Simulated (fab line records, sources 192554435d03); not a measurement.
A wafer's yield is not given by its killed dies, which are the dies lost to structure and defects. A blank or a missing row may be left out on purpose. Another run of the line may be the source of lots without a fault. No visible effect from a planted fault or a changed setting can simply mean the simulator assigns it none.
fab line records	flow n5-finfet
record: lots: 5	wafers: 14	last-day: 18
route steps=1938 shown BEOL_M9@1410 PASSIVATION@1936
lots that met no fault: from a run of the same line without faults
start-h: hours from the record's first day to the start of the lot's first wafer shown	wait-h: time in hours since the lot's previous step	" repeats the value in the row above	L1.1+2: one row covering several wafers at once	- no value present, or no start provided	* or withheld: withheld	< > ~ a bound
route shown NAME@n: names a module that has steps shown in the file, with the first one's number in the route	usual: mean and standard deviation over wafers with no fault	same: alike in all rows	chamber/n: place in a boat	sites: each site's reading	_std_site: standard deviation of those values	_edge_site: the outer-site mean with the inner-site mean subtracted	radius-mm: for every site, how far away it sits from the centre of the wafer	mask NAME#n: copy n	behind: the last tool/chamber to shape the wafer	hold: why the lot was held/for how many hours/how that ended	device: which transistor (n, p or np) failed to switch	end of line: the route-end tests of the same wafers	step lacking rows: just its recipe	killed: not the wafer's yield, but the dies lost to structure and defects at the first sort	map: shows each die of a wafer: x if killed, . if not, _ if none is there
set.NAME: the setting that was run; set.NAME@STEP: the one run at that earlier step	model.NAME: the simulator's own value behind a step, which no gauge read
lots at selected steps of the route; one table per step, one row per wafer
services: when a tool's chamber went out of use (start-h, in hours from the record's first day, below 0 if earlier), for how many hours, and the reason
== steps ==
step: N5_BEOL_M9_SOFTBAKE_06
recipe: temp-c: 110	time-s: 60	resist: CAR-ArF
step: N5_BEOL_M9_EXPOSE_08
recipe: mask-id: M9	na: 1.35	source-shape: dipole	sigma-inner: 0.411	sigma-outer: 0.611	polarization: te	dose-mj: 53.75
step: N5_BEOL_M9_PEB_09
recipe: peb-temp-c: withheld	peb-time-s: 60	resist: CAR-ArF
step: N5_BEOL_M9_DEVELOP_10
recipe: develop-time-s: 30	developer: TMAH	resist: CAR-ArF	rinse-liquid: diw	dry: air-spin	dev-temp-c: 23
step: N5_BEOL_M9_CD_MEAS_11
recipe: target-cd-nm: 64.1	landing-energy-ev: 500	detector: se-inlens	polarity: opening
usual: cd-nm: 64.2/0.45
lot.wafer	tool	chamber	start-h	wait-h	cd-nm
L960.2	cd-sem-03	0	228.63	-	63.7
L960.4	"	0	"	"	64.5
L960.6	"	0	"	"	64.1
L963.1	cd-sem-02	0	262.63	-	65.6
L963.4	"	0	"	"	65.4
L972.1	cd-sem-02	0	323.54	-	63.5
L972.2	"	0	"	"	64.2
L972.3	"	0	"	"	63.9
L974.2	cd-sem-02	0	327.36	-	64.1
L974.3	"	0	"	"	64.3
L974.6	"	0	"	"	63.9
L977.2	cd-sem-01	0	356.05	-	63.8
L977.4	"	0	"	"	64.2
L977.6	"	0	"	"	64.1
step: N5_BEOL_M9_OVL_MEAS_12
recipe: points-per-wafer: 44
usual: M9_OVL: -0.4/0.76
lot.wafer	tool	chamber	start-h	wait-h	M9_OVL[nm]
L960.2	overlay-02	0	228.66	0.0	-1.0
L960.4	"	0	"	"	-1.1
L960.6	"	0	"	"	-1.0
L963.1	overlay-02	0	262.66	0.0	-1.4
L963.4	"	0	"	"	-0.9
L972.1	overlay-02	0	323.60	0.1	1.3
L972.2	"	0	"	"	-0.1
L972.3	"	0	"	"	1.7
L974.2	overlay-02	0	327.39	0.0	-0.1
L974.3	"	0	"	"	-0.3
L974.6	"	0	"	"	0.4
L977.2	overlay-02	0	356.08	0.0	-1.2
L977.4	"	0	"	"	-0.2
L977.6	"	0	"	"	0.3
step: N5_BEOL_M9_INSPECT_13
recipe: mode: adi	inspect-instrument: brightfield
usual: raw-defect-count: 387/88
lot.wafer	tool	chamber	start-h	wait-h	raw-defect-count
L960.2	defect-inspect-01	-	228.69	0.0	403
L960.4	"	-	"	"	728
L960.6	"	-	"	"	457
L963.1	defect-inspect-02	-	262.68	0.0	536
L963.4	"	-	"	"	423
L972.1	defect-inspect-02	-	323.63	0.0	272
L972.2	"	-	"	"	479
L972.3	"	-	"	"	381
L974.2	defect-inspect-01	-	327.41	0.0	356
L974.3	"	-	"	"	370
L974.6	"	-	"	"	254
L977.2	defect-inspect-01	-	356.10	0.0	356
L977.4	"	-	"	"	356
L977.6	"	-	"	"	348
step: N5_BEOL_M9_DESCUM_16
recipe: chemistry: O2	time-s: 7.9	source-power-w: 50	bias-power-w: 20	pressure-mtorr: 20	rf-frequency-hz: 2.712e+07	temp-c: 40	resist: CAR-ArF	o2-flow-sccm: 225
usual: drypump-motor-current-A: 5.6/0.39	oes-product-au: 0.78/0.089	rf-fwd-power-W: 49.37/0.21	rf-vpp-V: 243.1/1.3	showerhead-plenum-p-Torr: 2.08/0.064	throttle-valve-pct: 20.49/0.25
lot.wafer	tool	chamber	start-h	wait-h	drypump-motor-current-A	oes-product-au	rf-fwd-power-W	rf-hours-counter-h	rf-vpp-V	showerhead-plenum-p-Torr	throttle-valve-pct
L960.2	rie-diel-04	2	228.72	0.0	6.5	0.93	49.58	16	243.8	2.04	20.63
L960.4	"	1	"	"	5.9	0.67	49.81	246	244.8	2.14	20.50
L960.6	"	2	"	"	6.5	0.93	49.53	-	243.3	2.05	20.62
L963.1	rie-diel-04	2	262.82	0.1	6.5	0.91	49.50	29	242.5	2.04	20.62
L963.4	"	3	"	"	5.1	0.76	49.17	-	243.7	2.08	20.73
L972.1	rie-diel-06	0	323.66	0.0	5.7	0.91	49.42	29	243.8	2.13	20.02
L972.2	"	1	"	"	5.7	0.71	49.46	194	242.1	2.00	20.73
L972.3	"	2	"	"	5.9	0.68	49.41	249	244.1	2.15	20.59
L974.2	rie-diel-05	1	327.65	0.2	5.5	0.68	49.04	232	241.9	1.98	20.64
L974.3	"	2	"	"	5.1	0.82	49.47	92	245.0	2.10	20.33
L974.6	"	0	"	"	6.0	0.69	49.44	-	243.9	2.14	20.90
L977.2	rie-diel-05	2	356.14	0.0	5.1	0.80	48.97	100	244.0	2.10	20.33
L977.4	"	0	"	"	6.0	0.67	49.34	249	244.5	2.14	20.93
L977.6	"	2	"	"	5.1	0.81	49.27	-	243.2	2.10	20.34
step: N5_BEOL_M9_ETCH_61
recipe: chemistry: CF4	target: SiARC	target-depth-a: 390	mask-material: CAR-ArF	time-s: 65	ion-energy-ev: 80	pressure-mtorr: 40	source-w: 545	bias-w: 36	Ar_flow_sccm: 100	cf4-flow-sccm: 100	ends: cleared
usual: cf4-flow-sccm: 100.0/0.33	drypump-motor-current-A: 5.6/0.39	etch-rf-on-time-s: 64.9/1.1	mfc-ar-sccm: 100.0/0.31	oes-product-au: 0.66/0.077	rf-fwd-power-W: 538.3/2.6	rf-vpp-V: 183.8/1.3	showerhead-plenum-p-Torr: 2.13/0.066	throttle-valve-pct: 15.68/0.26
lot.wafer	tool	chamber	start-h	wait-h	cf4-flow-sccm	drypump-motor-current-A	etch-rf-on-time-s	mfc-ar-sccm	oes-product-au	rf-fwd-power-W	rf-hours-counter-h	rf-vpp-V	showerhead-plenum-p-Torr	throttle-valve-pct
L960.2	rie-diel-04	2	228.75	0.0	99.6	6.5	64.3	99.8	0.80	542.4	16	184.1	2.09	15.65
L960.4	"	1	"	"	99.9	5.9	66.5	100.0	0.57	542.0	246	182.7	2.20	15.87
L960.6	"	2	"	"	99.2	6.5	64.1	100.1	0.79	539.9	-	181.9	2.09	15.64
L963.1	rie-diel-04	2	262.85	0.0	99.6	6.5	63.9	99.6	0.77	540.4	29	183.8	2.08	15.68
L963.4	"	3	"	"	99.5	5.1	65.8	100.0	0.64	536.3	-	182.3	2.14	15.96
L972.1	rie-diel-06	0	323.70	0.0	100.4	5.7	62.7	100.0	0.79	535.6	29	184.7	2.18	15.15
L972.2	"	1	"	"	99.7	5.8	65.6	100.1	0.60	540.5	194	181.8	2.04	15.88
L972.3	"	2	"	"	99.7	5.9	65.7	99.5	0.58	538.4	249	184.4	2.20	15.84
L974.2	rie-diel-05	1	327.68	0.0	99.9	5.6	64.5	99.2	0.58	538.2	232	182.9	2.03	15.83
L974.3	"	2	"	"	99.8	5.1	64.8	99.9	0.70	536.0	92	183.3	2.16	15.59
L974.6	"	0	"	"	99.7	5.9	67.0	100.1	0.59	538.1	-	185.6	2.19	16.14
L977.2	rie-diel-05	2	356.17	0.0	100.0	5.1	65.0	100.3	0.69	536.7	100	182.6	2.16	15.61
L977.4	"	0	"	"	99.7	5.9	67.5	100.5	0.57	541.9	249	184.1	2.19	16.16
L977.6	"	2	"	"	99.6	5.1	65.2	100.9	0.68	538.4	-	184.7	2.16	15.60
step: N5_BEOL_M9_ETCH_62
recipe: chemistry: N2/H2	target: SOC	target-depth-a: 1100	overetch-a: 220	mask-material: SiARC	temp-c: 40	time-s: 165	ion-energy-ev: 200	pressure-mtorr: 30	source-w: 840	bias-w: 150	n2-flow-sccm: 200	h2-flow-sccm: 200
usual: drypump-motor-current-A: 5.6/0.39	n2-flow-sccm: 200.0/0.63	oes-product-au: 0.66/0.071	rf-fwd-power-W: 837.8/2.5	rf-vpp-V: 523.5/2.4	showerhead-plenum-p-Torr: 2.53/0.082	throttle-valve-pct: 17.85/0.26
lot.wafer	tool	chamber	start-h	wait-h	drypump-motor-current-A	n2-flow-sccm	oes-product-au	rf-fwd-power-W	rf-hours-counter-h	rf-vpp-V	showerhead-plenum-p-Torr	throttle-valve-pct
L960.2	rie-diel-04	2	228.80	0.0	6.6	200.5	0.77	838.7	16	521.8	2.48	17.86
L960.4	"	1	"	"	5.9	200.5	0.56	839.7	246	526.7	2.61	17.93
L960.6	"	2	"	"	6.5	200.2	0.78	837.7	-	521.1	2.48	17.87
L963.1	rie-diel-04	2	262.90	0.0	6.5	200.3	0.75	840.3	29	521.4	2.47	17.87
L963.4	"	3	"	"	5.1	201.1	0.64	839.7	-	524.0	2.54	18.20
L972.1	rie-diel-06	0	323.75	0.0	5.7	199.5	0.77	836.0	29	526.2	2.60	17.44
L972.2	"	1	"	"	5.8	200.1	0.60	839.7	194	519.6	2.42	17.98
L972.3	"	2	"	"	6.0	199.8	0.58	837.9	249	525.1	2.60	17.95
L974.2	rie-diel-05	1	327.73	0.0	5.5	199.0	0.58	841.5	232	520.5	2.40	18.07
L974.3	"	2	"	"	5.1	200.3	0.69	834.9	92	523.8	2.56	17.64
L974.6	"	0	"	"	6.0	199.4	0.59	836.8	-	524.8	2.61	18.32
L977.2	rie-diel-05	2	356.22	0.0	5.1	201.0	0.69	836.0	100	525.8	2.55	17.66
L977.4	"	0	"	"	6.0	199.7	0.58	838.9	249	526.5	2.60	18.34
L977.6	"	2	"	"	5.1	201.5	0.69	836.5	-	524.2	2.55	17.66
step: N5_BEOL_M9_STRIP_68
recipe: chemistry: N2/H2	temp-c: 40	n2-flow-sccm: 200	h2-flow-sccm: 200	rf-frequency-hz: 6e+07
step: N5_BEOL_M9_STRIP_67
recipe: chemistry: CF4	resist: SiARC	power-w: 300	bias-power-w: 75	pressure-mtorr: 50	cf4-flow-sccm: 150	rf-frequency-hz: 6e+07
usual: cf4-flow-sccm: 150.0/0.44	drypump-motor-current-A: 5.6/0.39	oes-product-au: 0.78/0.084	rf-vpp-V: 271.0/1.4	showerhead-plenum-p-Torr: 1.79/0.053	throttle-valve-pct: 13.66/0.26
lot.wafer	tool	chamber	start-h	wait-h	cf4-flow-sccm	drypump-motor-current-A	oes-product-au	rf-hours-counter-h	rf-vpp-V	showerhead-plenum-p-Torr	throttle-valve-pct
L960.2	rie-diel-04	2	228.95	0.0	149.7	6.5	0.92	16	270.0	1.75	13.56
L960.4	"	1	"	"	150.0	5.9	0.67	246	272.8	1.84	13.86
L960.6	"	2	"	"	149.5	6.5	0.92	-	268.4	1.75	13.58
L963.1	rie-diel-04	2	263.05	0.0	149.9	6.6	0.89	29	269.6	1.75	13.62
L963.4	"	3	"	"	149.8	5.1	0.76	-	271.6	1.79	13.90
L972.1	rie-diel-06	0	323.89	0.0	149.7	5.7	0.90	29	271.1	1.82	13.12
L972.2	"	1	"	"	149.9	5.7	0.70	194	269.8	1.71	13.87
L972.3	"	2	"	"	150.1	6.0	0.69	249	271.8	1.84	13.84
L974.2	rie-diel-05	1	327.88	0.0	150.1	5.5	0.68	232	269.1	1.70	13.84
L974.3	"	2	"	"	149.7	5.1	0.82	92	271.8	1.81	13.55
L974.6	"	0	"	"	150.2	6.0	0.69	-	272.2	1.84	14.12
L977.2	rie-diel-05	2	356.37	0.0	149.3	5.1	0.81	100	272.6	1.81	13.57
L977.4	"	0	"	"	150.2	5.9	0.69	249	272.5	1.83	14.16
L977.6	"	2	"	"	149.1	5.1	0.82	-	271.0	1.81	13.57
step: N5_BEOL_M9_HM_OPEN_17
recipe: chemistry: Cl2/BCl3	target-depth-a: 200	overetch-a: 60	target: TiN	mask-material: SOC	ion-energy-ev: 150	pressure-mtorr: 10	icp-w: 1000	bias-w: 126	Cl2_flow_sccm: 53.25	bcl3-flow-sccm: 21.75	Ar_flow_sccm: 25
usual: drypump-motor-current-A: 5.6/0.47	mfc-ar-sccm: 25.01/0.079	oes-product-au: 0.64/0.086	rf-fwd-power-W: 992/3.2	throttle-valve-pct: 22.21/0.2
lot.wafer	tool	chamber	start-h	wait-h	drypump-motor-current-A	mfc-ar-sccm	oes-product-au	rf-fwd-power-W	rf-hours-counter-h	throttle-valve-pct	model.SOC_of_BEOL_M9_COAT_59.thk-nm
L960.2	rie-metal-01	1	228.99	0.0	6.2	24.99	0.70	995	33	22.39	92.2
L960.4	"	0	"	"	5.5	25.10	0.80	990	-	22.28	92
L960.6	"	1	"	"	6.2	25.07	0.71	994	-	22.40	91.8
L963.1	rie-metal-02	1	263.09	0.0	6.2	24.96	0.53	989	103	22.45	93.8
L963.4	"	0	"	"	4.8	25.20	0.53	996	-	22.03	94
L972.1	rie-metal-02	0	323.93	0.0	4.8	25.03	0.82	997	1	21.69	91.8
L972.2	"	1	"	"	6.2	25.12	0.54	991	108	22.42	92
L972.3	"	1	"	"	6.2	24.96	0.54	993	-	22.43	92
L974.2	rie-metal-01	1	327.92	0.0	6.2	25.02	0.67	994	43	22.45	92.2
L974.3	"	1	"	"	6.2	25.06	0.67	992	-	22.44	92.2
L974.6	"	1	"	"	6.2	25.12	0.67	994	-	22.45	92.6
L977.2	rie-metal-03	0	356.41	0.0	5.5	24.93	0.67	991	41	22.33	92.2
L977.4	"	0	"	"	5.6	24.92	0.67	988	-	22.33	92.2
L977.6	"	0	"	"	5.6	24.88	0.66	987	-	22.33	92.4
step: N5_BEOL_M9_STRIP_19
recipe: chemistry: O2	power-w: 400	temp-c: 40	pressure-mtorr: 30	rf-frequency-hz: 6e+07	bias-power-w: 0	overash-fraction: 0.2	o2-flow-sccm: 225
usual: drypump-motor-current-A: 5.7/0.41	oes-product-au: 0.79/0.091	rf-vpp-V: 3.7/0.6	showerhead-plenum-p-Torr: 2.09/0.062	throttle-valve-pct: 16.73/0.26
lot.wafer	tool	chamber	start-h	wait-h	drypump-motor-current-A	oes-product-au	rf-hours-counter-h	rf-vpp-V	showerhead-plenum-p-Torr	throttle-valve-pct
L960.2	rie-diel-05	1	229.15	0.1	5.5	0.70	200	4.7	2.00	16.83
L960.4	"	0	"	"	6.0	0.70	208	4.6	2.16	17.12
L960.6	"	3	"	"	5.6	0.80	-	3.3	2.03	16.46
L963.1	rie-diel-04	0	263.46	0.3	5.6	0.81	88	4.0	2.04	16.78
L963.4	"	2	"	"	6.5	0.91	-	3.2	2.04	16.81
L972.1	rie-diel-04	0	324.04	0.1	5.6	0.79	101	2.9	2.04	16.81
L972.2	"	1	"	"	5.9	0.93	12	3.0	2.14	16.34
L972.3	"	2	"	"	6.5	0.88	43	3.2	2.04	16.83
L974.2	rie-diel-05	3	328.06	0.1	5.7	0.78	134	4.4	2.02	16.52
L974.3	"	2	"	"	5.1	0.83	92	4.9	2.11	16.60
L974.6	"	3	"	"	5.7	0.79	-	2.9	2.02	16.51
L977.2	rie-diel-06	2	356.52	0.1	5.9	1.03	0	3.7	2.15	16.42
L977.4	"	2	"	"	6.0	1.01	-	3.1	2.15	16.41
L977.6	"	1	"	"	5.8	0.70	-	3.1	2.00	16.98
step: N5_PASSIVATION_PROBE_49
usual: defect-limited-yield: 91.4/1.5	killed_at_M0_to_M3: 31/11	killed_at_M4_up: 13/5.5	killed-at-contacts: 13/6.3	killed-at-front-end: 40/13	killed-at-other: 3.3/2.6	killed-dies: 101/18	killed-open: 67/13	killed-short: 33/7.9	sort_bin_5_function: 5.1/1	sort_bin_6_memory: 3.2/0.68	sort-n-pass: 1079/18	sort-yield-pct: 91.4/1.5
same: gross-dies: 1180	killed-at-back-side: 0	sort_bin_4_leakage[%]: 0	sort_bin_8_speed[%]: 0
lot.wafer	tool	chamber	start-h	wait-h	defect-limited-yield[%]	killed_at_M0_to_M3	killed_at_M4_up	killed-at-contacts	killed-at-front-end	killed-at-other	killed-dies	killed-open	killed-short	sort_bin_5_function[%]	sort_bin_6_memory[%]	sort-n-pass	sort-yield-pct[%]
L963.1	prober-02	-	323.61	0.1	89.2	35	35	21	35	1	127	73	28	6.7	3.9	1053	89.2
L963.4	prober-02	-	323.76	0.2	93.1	26	12	14	29	0	81	56	21	4.4	2.4	1099	93.1
killed by level:class
L963.1 BEOL_M9:area-open=26 MOL_CONTACT_COAG:geometric-particle:open=17 BEOL_M0_SAQP:geometric-particle:open=12 STI_FIN_REVEAL:geometric-particle:open=10 BEOL_M0_SAQP:geometric-particle:short=8 BEOL_M2:geometric-particle:open=7 GATE_CUT:geometric-particle:open=5 DUMMY_GATE:geometric-particle:open=4
L963.4 MOL_CONTACT_COAG:geometric-particle:open=11 STI_FIN_REVEAL:geometric-particle:open=9 BEOL_M2:geometric-particle:open=7 BEOL_M3:geometric-particle:open=6 BEOL_M1:geometric-particle:open=6 FIN_SAQP:geometric-particle:short=4 BEOL_M9:area-open=4 FIN_SAQP:geometric-particle:open=3
== services ==
tool	chamber	start-h	hours	kind
rie-diel-06	0	208.32	-	clean
rie-diel-06	0	208.32	-	consumable-replace:focus-ring
rie-diel-06	0	208.32	17.7	scheduled-down
rie-diel-06	0	208.32	17.7	vent-cycle
rie-metal-03	-	208.83	0.7	repair
rie-metal-02	1	223.28	6.9	repair
rie-diel-04	1	244.83	-	clean
rie-diel-04	1	244.83	-	consumable-replace:focus-ring
rie-diel-04	1	244.83	22.6	scheduled-down
rie-diel-04	1	244.83	22.6	vent-cycle
rie-metal-01	0	274.69	5.8	repair
rie-metal-03	1	284.91	1.2	repair
rie-diel-04	-	284.96	14.6	pm
rie-metal-01	-	294.76	2.8	pm
rie-metal-02	0	301.68	-	clean
rie-metal-02	0	301.68	12.4	scheduled-down
rie-metal-02	0	301.68	12.4	vent-cycle
rie-diel-06	2	331.19	-	clean
rie-diel-06	2	331.19	-	consumable-replace:focus-ring
rie-diel-06	2	331.19	25.2	scheduled-down
rie-diel-06	2	331.19	25.2	vent-cycle
rie-diel-04	1	335.55	41.2	repair
rie-metal-02	1	336.98	-	clean
rie-metal-02	-	341.80	0.9	repair
== key ==
first-sign none at tools or gauges
model-effect: step: N5_BEOL_M9_HM_OPEN_17	value: SOC_of_BEOL_M9_COAT_59.thk-nm	without: 91.8	struck: 93.9
met-at N5_BEOL_M9_HM_OPEN_17
struck-wafers L963.1,L963.4
also-fits N5_BEOL_M9_DESCUM_16:rie-diel-04,N5_BEOL_M9_ETCH_61:rie-diel-04,N5_BEOL_M9_ETCH_62:rie-diel-04,N5_BEOL_M9_STRIP_67:rie-diel-04
fault: kind: process-parameter-drift	tool: rie-metal-02	chamber: -	onset-h: 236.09	steps: N5_BEOL_M9_HM_OPEN_17	channel: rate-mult	offset: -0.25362	shape: step	end-h: 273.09	scope: struck-wafers-only
